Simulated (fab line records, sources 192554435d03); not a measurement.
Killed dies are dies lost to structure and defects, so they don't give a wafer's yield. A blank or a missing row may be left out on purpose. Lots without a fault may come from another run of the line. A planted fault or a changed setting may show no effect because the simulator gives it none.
A struck lot beside a sound one | flow n5_finfet | 14 steps out of a route of 1938
Sound: wafers L118.1, L118.4, L118.5. Struck: wafer L123.1. (L123.3, L123.5 of the same lot were not struck and are left out.) The cause comes at the end.
At each step with rows: each side's tool, then ch and its chambers, then its first start. Under that, the readings that differ: sound wafers | struck wafers | difference of the means | sigmas: that difference in standard deviations of wafers without a fault.
alike: readings whose means differ by less than 2 such deviations, and words and numbers that are the same on both sides. not compared: withheld readings, readings that some wafer has no value for, bounds like >300 that may hide the same value, and numbers for which the record gives no deviation and whose values overlap.
The two part at a step that has a row with sigmas, a row that says differs or no value, or rows on one side only. Numbers that don't overlap but have no deviation are shown without sigmas and don't part them. A reading that every wafer of one side lacks parts them only if that side has two wafers or more.

N5_BEOL_M15_SPUTTER_45: material Cu, target thk 100 nm, time 16.67 s.
  sound on pvd_sputter-03, day 15 02:59; struck on pvd_sputter-03, day 15 19:02
  alike: throttle_valve_pct
then, 2 steps without rows for these wafers: N5_BEOL_M15_ECD_47 (material Cu, target thk 1860 nm); N5_BEOL_M15_ANNEAL_48 (time 90 s).
N5_BEOL_M15_CMP_49: polishes, stops on SiO2, t overpolish 4.9 s, target thk 850 nm.
  sound on cmp-04 ch 0,1,2, day 15 03:45; struck on cmp-02 ch 2, day 15 19:41
  alike: barrier_field_endpoint_s, motor_current_A, overpolish_run_s, slurry_flow_ml_min
N5_BEOL_M15_THK_MEAS_50: measures by xrf.
  sound on film_metro-02, day 15 04:00; struck on film_metro-02, day 15 19:59
  alike: M15_THK
then, 1 step without rows for these wafers: N5_BEOL_M15_PRE_CLEAN_52 (time 15 s).
N5_BEOL_M15_DEP_53: deposits SiCN from 3MS/NH3, target thk 50 nm, time 17.8 s.
  sound on pecvd-04 ch 0,1, day 15 04:04; struck on pecvd-04 ch 0, day 15 20:03
  alike: showerhead_plenum_p_Torr, throttle_valve_pct
N5_BEOL_M15_RS_MEAS_54: measures by four-point-probe.
  sound on film_metro-02, day 15 04:08; struck on film_metro-02, day 15 20:07
  alike: M15_RS
N5_BEOL_M15_INSPECT_55: inspects for defects (darkfield).
  sound on defect_inspect-01, day 15 04:10; struck on defect_inspect-01, day 15 20:08
  alike: raw_defect_count
N5_BEOL_M15_RC_MEAS_101:
  sound on prober-01 ch 0, day 15 04:32; struck on prober-02 ch 0, day 15 20:10
  reading           | sound                   | struck  | difference | sigmas
  COMB_M15 (S/m)    | 4.2e-12 4.4e-12 4.1e-12 | 2.8e-12 | -1.4e-12   | -2
  SERP_M10 (ohm/um) | 3.02 3.02 3.08          | 3.23    | +0.19      | +3
  SERP_M5 (ohm/um)  | 39.9 38.6 35.9          | 41.5    | +3.4       | +2
  alike: COMB_M10, COMB_M10_max_site, COMB_M11, COMB_M12, COMB_M13, COMB_M13_max_site, COMB_M14, COMB_M5, COMB_M6, COMB_M7, COMB_M8, COMB_M9, SERP_M11, SERP_M12, SERP_M13, SERP_M14, SERP_M6, SERP_M7, SERP_M8, SERP_M9
then, 1 step without rows for these wafers: N5_PASSIVATION_PECVD_00 (deposits SiO2 from SiH4/N2O, target thk 200 nm, time 11.2 s).
N5_MIM_BOT_DEGAS_01: time 60 s.
  sound on pvd_sputter-02, day 15 06:25; struck on pvd_sputter-02, day 15 22:23
  alike: heater_power_w
N5_MIM_BOT_SPUTTER_00: material TiN, target thk 35 nm, time 89.7 s.
  sound on pvd_sputter-02, day 15 06:28; struck on pvd_sputter-02, day 15 22:26
  reading                                     | sound          | struck | difference | sigmas
  model.TiN_of_MIM_BOT_SPUTTER_00.thk_nm (nm) | 35.2 35.2 34.6 | 59.2   | +24.2      |
  alike: throttle_valve_pct
N5_MIM_TOP_ALD_00: deposits Al2O3, purge time 3 s, co reactant pulse time 3 s.
  the record has rows for the sound wafers here (ald_hk-01 ch 0,2, day 15 06:34) and none for the struck ones

WHERE THEY PART
First at N5_BEOL_M15_RC_MEAS_101; last, within this record, at N5_MIM_TOP_ALD_00.

WHY: what the simulator had put in
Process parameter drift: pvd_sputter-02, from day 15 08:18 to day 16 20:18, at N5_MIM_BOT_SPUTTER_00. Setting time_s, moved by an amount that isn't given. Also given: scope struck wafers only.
